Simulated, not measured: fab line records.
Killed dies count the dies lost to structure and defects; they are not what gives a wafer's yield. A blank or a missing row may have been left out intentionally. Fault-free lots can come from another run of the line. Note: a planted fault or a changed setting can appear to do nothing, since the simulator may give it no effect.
The same fault as seen by 3 desks	flow n5_finfet	each desk holds nothing but its own numbers, with what lay behind them at the end

FOR THE TOOL OWNER'S DESK: rie_diel-02
The tool's own readings at N5_PASSIVATION_PASS_ETCH_47 (etches SiNx in CF4/O2, target depth 770 nm, time 385 s): means of the sampled wafers that have a number, for each lot that ran on this tool. Any lot whose mean is over 4 standard deviations away from the usual mean is out of limits and marked OUT; that distance is given in the brackets.
Columns: A = drypump_motor_current_A at N5_PASSIVATION_PASS_ETCH_47, usual 5.6 A; B = oes_f_703_au at N5_PASSIVATION_PASS_ETCH_47, usual 0.78 a.u.; C = oes_product_au at N5_PASSIVATION_PASS_ETCH_47, usual 0.79 a.u.; D = rf_fwd_power_W at N5_PASSIVATION_PASS_ETCH_47, usual 534.1 W; E = rf_vpp_V at N5_PASSIVATION_PASS_ETCH_47, usual 244 V; F = showerhead_plenum_p_Torr at N5_PASSIVATION_PASS_ETCH_47, usual 2.20 Torr; G = throttle_valve_pct at N5_PASSIVATION_PASS_ETCH_47, usual 15.73 %
lot	first seen here	A	B	C	D	E	F	G
L890	day 13 08:20	5.9	1.03	0.85	661.9 (+80) OUT	220	2.14	15.66
L891	day 13 20:26	5.9	0.98	0.83	661.1 (+79) OUT	224	2.15	15.47
L900	day 16 23:23	5.8	0.78	0.78	533.4	242	2.12	15.81
L906	day 17 15:29	6.2	0.85	0.86	534.5	242	2.15	15.91
This desk finds L890, L891 out of limits, L890 being first, at day 13 08:20 (rf_fwd_power_W at N5_PASSIVATION_PASS_ETCH_47). In limits: L900, L906.

THE DEFECT DESK
Inspection counts along the route, by lot: the mean over sampled wafers that carry a number. Any lot whose mean is over 4 standard deviations away from the usual mean is out of limits and marked OUT; that distance is given in the brackets.
Columns: A = raw_defect_count at N5_PASSIVATION_INSPECT_67, usual 2.2
lot	first seen here	A
L890	day 13 08:16	1.3
L891	day 13 20:22	3.3
L899	day 15 17:34	3.7
L900	day 16 23:19	1.5
L902	day 16 23:37	1.0
L906	day 17 15:16	0.5
This desk's finding: nothing out of limits on any of the 6 lots.

METROLOGY DESK
Means of the sampled wafers that have a number, per lot and without regard to the tool the lot ran on: this is what the gauges read. Any lot whose mean is over 4 standard deviations away from the usual mean is out of limits and marked OUT; that distance is given in the brackets.
Columns: A = cd_nm at N5_PASSIVATION_CD_MEAS_44, usual 40002 nm; B = PASS_OPEN_OVL at N5_PASSIVATION_OVL_MEAS_66, usual 2 nm
lot	first seen here	A	B
L890	day 13 08:13	40000	-1
L891	day 13 20:19	40006	3
L899	day 15 17:31	40004	7
L900	day 16 23:16	40004	5
L902	day 16 23:34	40004	2
L906	day 17 15:13	39999	-2
This desk's finding: nothing out of limits on any of the 6 lots.

BROUGHT TOGETHER
The tool owner's desk had the chance to raise an alarm at day 13 08:20 on L890, L891.
No out-of-limits result turned up at the defect desk.
Metrology desk: nothing out of limits seen.
The defect desk has L890, L891 on record, within its limits.
The metrology desk has L890, L891 on record, within its limits.
Of the lots named, all ran N5_PASSIVATION_PASS_ETCH_47 on rie_diel-02.

WHAT WAS PUT IN BY THE SIMULATOR
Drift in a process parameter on rie_diel-02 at N5_PASSIVATION_PASS_ETCH_47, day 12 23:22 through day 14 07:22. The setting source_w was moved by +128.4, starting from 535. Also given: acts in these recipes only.
Struck lots among those shown: L890, L891.
Time in hours from fault onset to the first out-of-limits reading at each desk: the tool owner's desk, 9.
